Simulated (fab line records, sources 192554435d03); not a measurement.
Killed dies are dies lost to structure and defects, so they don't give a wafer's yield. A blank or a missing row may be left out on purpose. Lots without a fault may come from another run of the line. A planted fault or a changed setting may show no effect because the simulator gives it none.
A struck lot beside a sound one | flow n5_finfet | 23 steps out of a route of 1938
Sound: wafers L804.1, L804.5, L804.6. Struck: wafers L809.2, L809.3, L809.6. The cause comes at the end.
At each step with rows: each side's tool, then ch and its chambers, then its first start. Under that, the readings that differ: sound wafers | struck wafers | difference of the means | sigmas: that difference in standard deviations of wafers without a fault.
alike: readings whose means differ by less than 2 such deviations, and words and numbers that are the same on both sides. not compared: withheld readings, readings that some wafer has no value for, bounds like >300 that may hide the same value, and numbers for which the record gives no deviation and whose values overlap.
The two part at a step that has a row with sigmas, a row that says differs or no value, or rows on one side only. Numbers that don't overlap but have no deviation are shown without sigmas and don't part them. A reading that every wafer of one side lacks parts them only if that side has two wafers or more.

first, 9 steps without rows for these wafers: N5_BEOL_M8_ILD_DEP_00 (deposits SiCOH lowk from DEMS/porogen, target thk 179.75 nm, time 33.4 s); N5_BEOL_M8_CURE_74 (cures SiCOH lowk, time 240 s); N5_BEOL_M8_PECVD_70 (deposits SiO2 from TEOS/O2, target thk 20 nm, time 22.7 s); N5_BEOL_M8_HM_DEP_02 (deposits TiN, target thk 20 nm); N5_BEOL_M8_COAT_59 (time 60 s, resist thk 100 nm); N5_BEOL_M8_COAT_60 (time 60 s, resist thk 35 nm); N5_BEOL_M8_COAT_05 (resist thk 90 nm); N5_BEOL_M8_EBR_07; N5_BEOL_M8_SOFTBAKE_06 (time 60 s).
N5_BEOL_M8_EXPOSE_08: exposes mask M8.
  sound on arfi_scanner-02 ch 0, day 12 21:59; struck on arfi_scanner-02 ch 0, day 14 04:11
  reading              | sound             | struck            | difference | sigmas
  exposure_dose_mJ_cm2 | 68.21 68.12 68.33 | 71.72 71.65 71.60 | +3.44      | +54
  alike: mask
then, 2 steps without rows for these wafers: N5_BEOL_M8_PEB_09 (peb time 60 s); N5_BEOL_M8_DEVELOP_10 (develop time 30 s).
N5_BEOL_M8_CD_MEAS_11: target cd 38.5 nm.
  sound on cd_sem-01 ch 0, day 12 22:07; struck on cd_sem-02 ch 0, day 14 04:18
  reading    | sound          | struck         | difference | sigmas
  cd_nm (nm) | 38.5 38.8 39.1 | 41.4 41.3 42.1 | +2.8       | +6
then, 1 step without rows for these wafers: N5_BEOL_M8_DESCUM_16 (chemistry O2, time 7.9 s).
N5_BEOL_M8_ETCH_61: etches SiARC in CF4, target depth 45.5 nm, time 75.8 s.
  sound on rie_diel-04 ch 0,1,2, day 12 22:14; struck on rie_diel-01 ch 0,1,3, day 14 04:35
  reading                         | sound        | struck      | difference | sigmas
  drypump_motor_current_A (A)     | 5.4 5.1 5.7  | 6.5 6.1 6.6 | +1.0       | +2
  model.BEOL_M8.cd_offset_nm (nm) | -0.2 0.6 0.4 | 3.2 3 3.2   | +2.9       |
  alike: etch_rf_on_time_s, oes_product_au, rf_vpp_V, showerhead_plenum_p_Torr, throttle_valve_pct
  not compared: rf_hours_counter_h
then, 3 steps without rows for these wafers: N5_BEOL_M8_ETCH_62 (etches SOC in N2/H2, target depth 110 nm, overetch 22 nm, time 165 s); N5_BEOL_M8_STRIP_68 (strips in N2/H2); N5_BEOL_M8_STRIP_67 (strips in CF4).
N5_BEOL_M8_HM_OPEN_17: chemistry Cl2/BCl3, target TiN, target depth 20 nm, overetch 6 nm.
  sound on rie_metal-03 ch 0,1, day 12 22:29; struck on rie_metal-02 ch 0,1, day 14 04:50
  reading                         | sound        | struck    | difference | sigmas
  model.BEOL_M8.cd_offset_nm (nm) | -0.4 0.6 0.6 | 3 2.8 3.2 | +3         |
  alike: drypump_motor_current_A, oes_product_au, throttle_valve_pct
  not compared: rf_hours_counter_h
then, 1 step without rows for these wafers: N5_BEOL_M8_STRIP_19 (strips in O2).
N5_BEOL_M8_CD_MEAS_18: pitch 80 nm, target cd 40 nm.
  sound on cd_sem-01, day 12 22:40; struck on cd_sem-02, day 14 05:28
  reading    | sound          | struck         | difference | sigmas
  cd_nm (nm) | 39.7 40.5 40.4 | 43.0 42.9 43.4 | +2.9       | +5
then, 1 step without rows for these wafers: N5_BEOL_M8_COAT_63 (time 60 s, resist thk 60 nm).
-- the record jumps here: 3 days lie between the struck wafers' starts before and after (it left off in module BEOL_M8 and takes up again in module PASSIVATION, whose first step shown is number 1936 of the route) --
N5_PASSIVATION_PROBE_49:
  the record has rows for the struck wafers here (prober-02, day 17 10:25) and none for the sound ones

WHERE THEY PART
First at N5_BEOL_M8_EXPOSE_08; last, within this record, at N5_PASSIVATION_PROBE_49.

WHY: what the simulator had put in
Process parameter drift: arfi_scanner-02, from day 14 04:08 on, at N5_BEOL_M8_EXPOSE_08. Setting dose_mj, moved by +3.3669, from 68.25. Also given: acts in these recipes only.
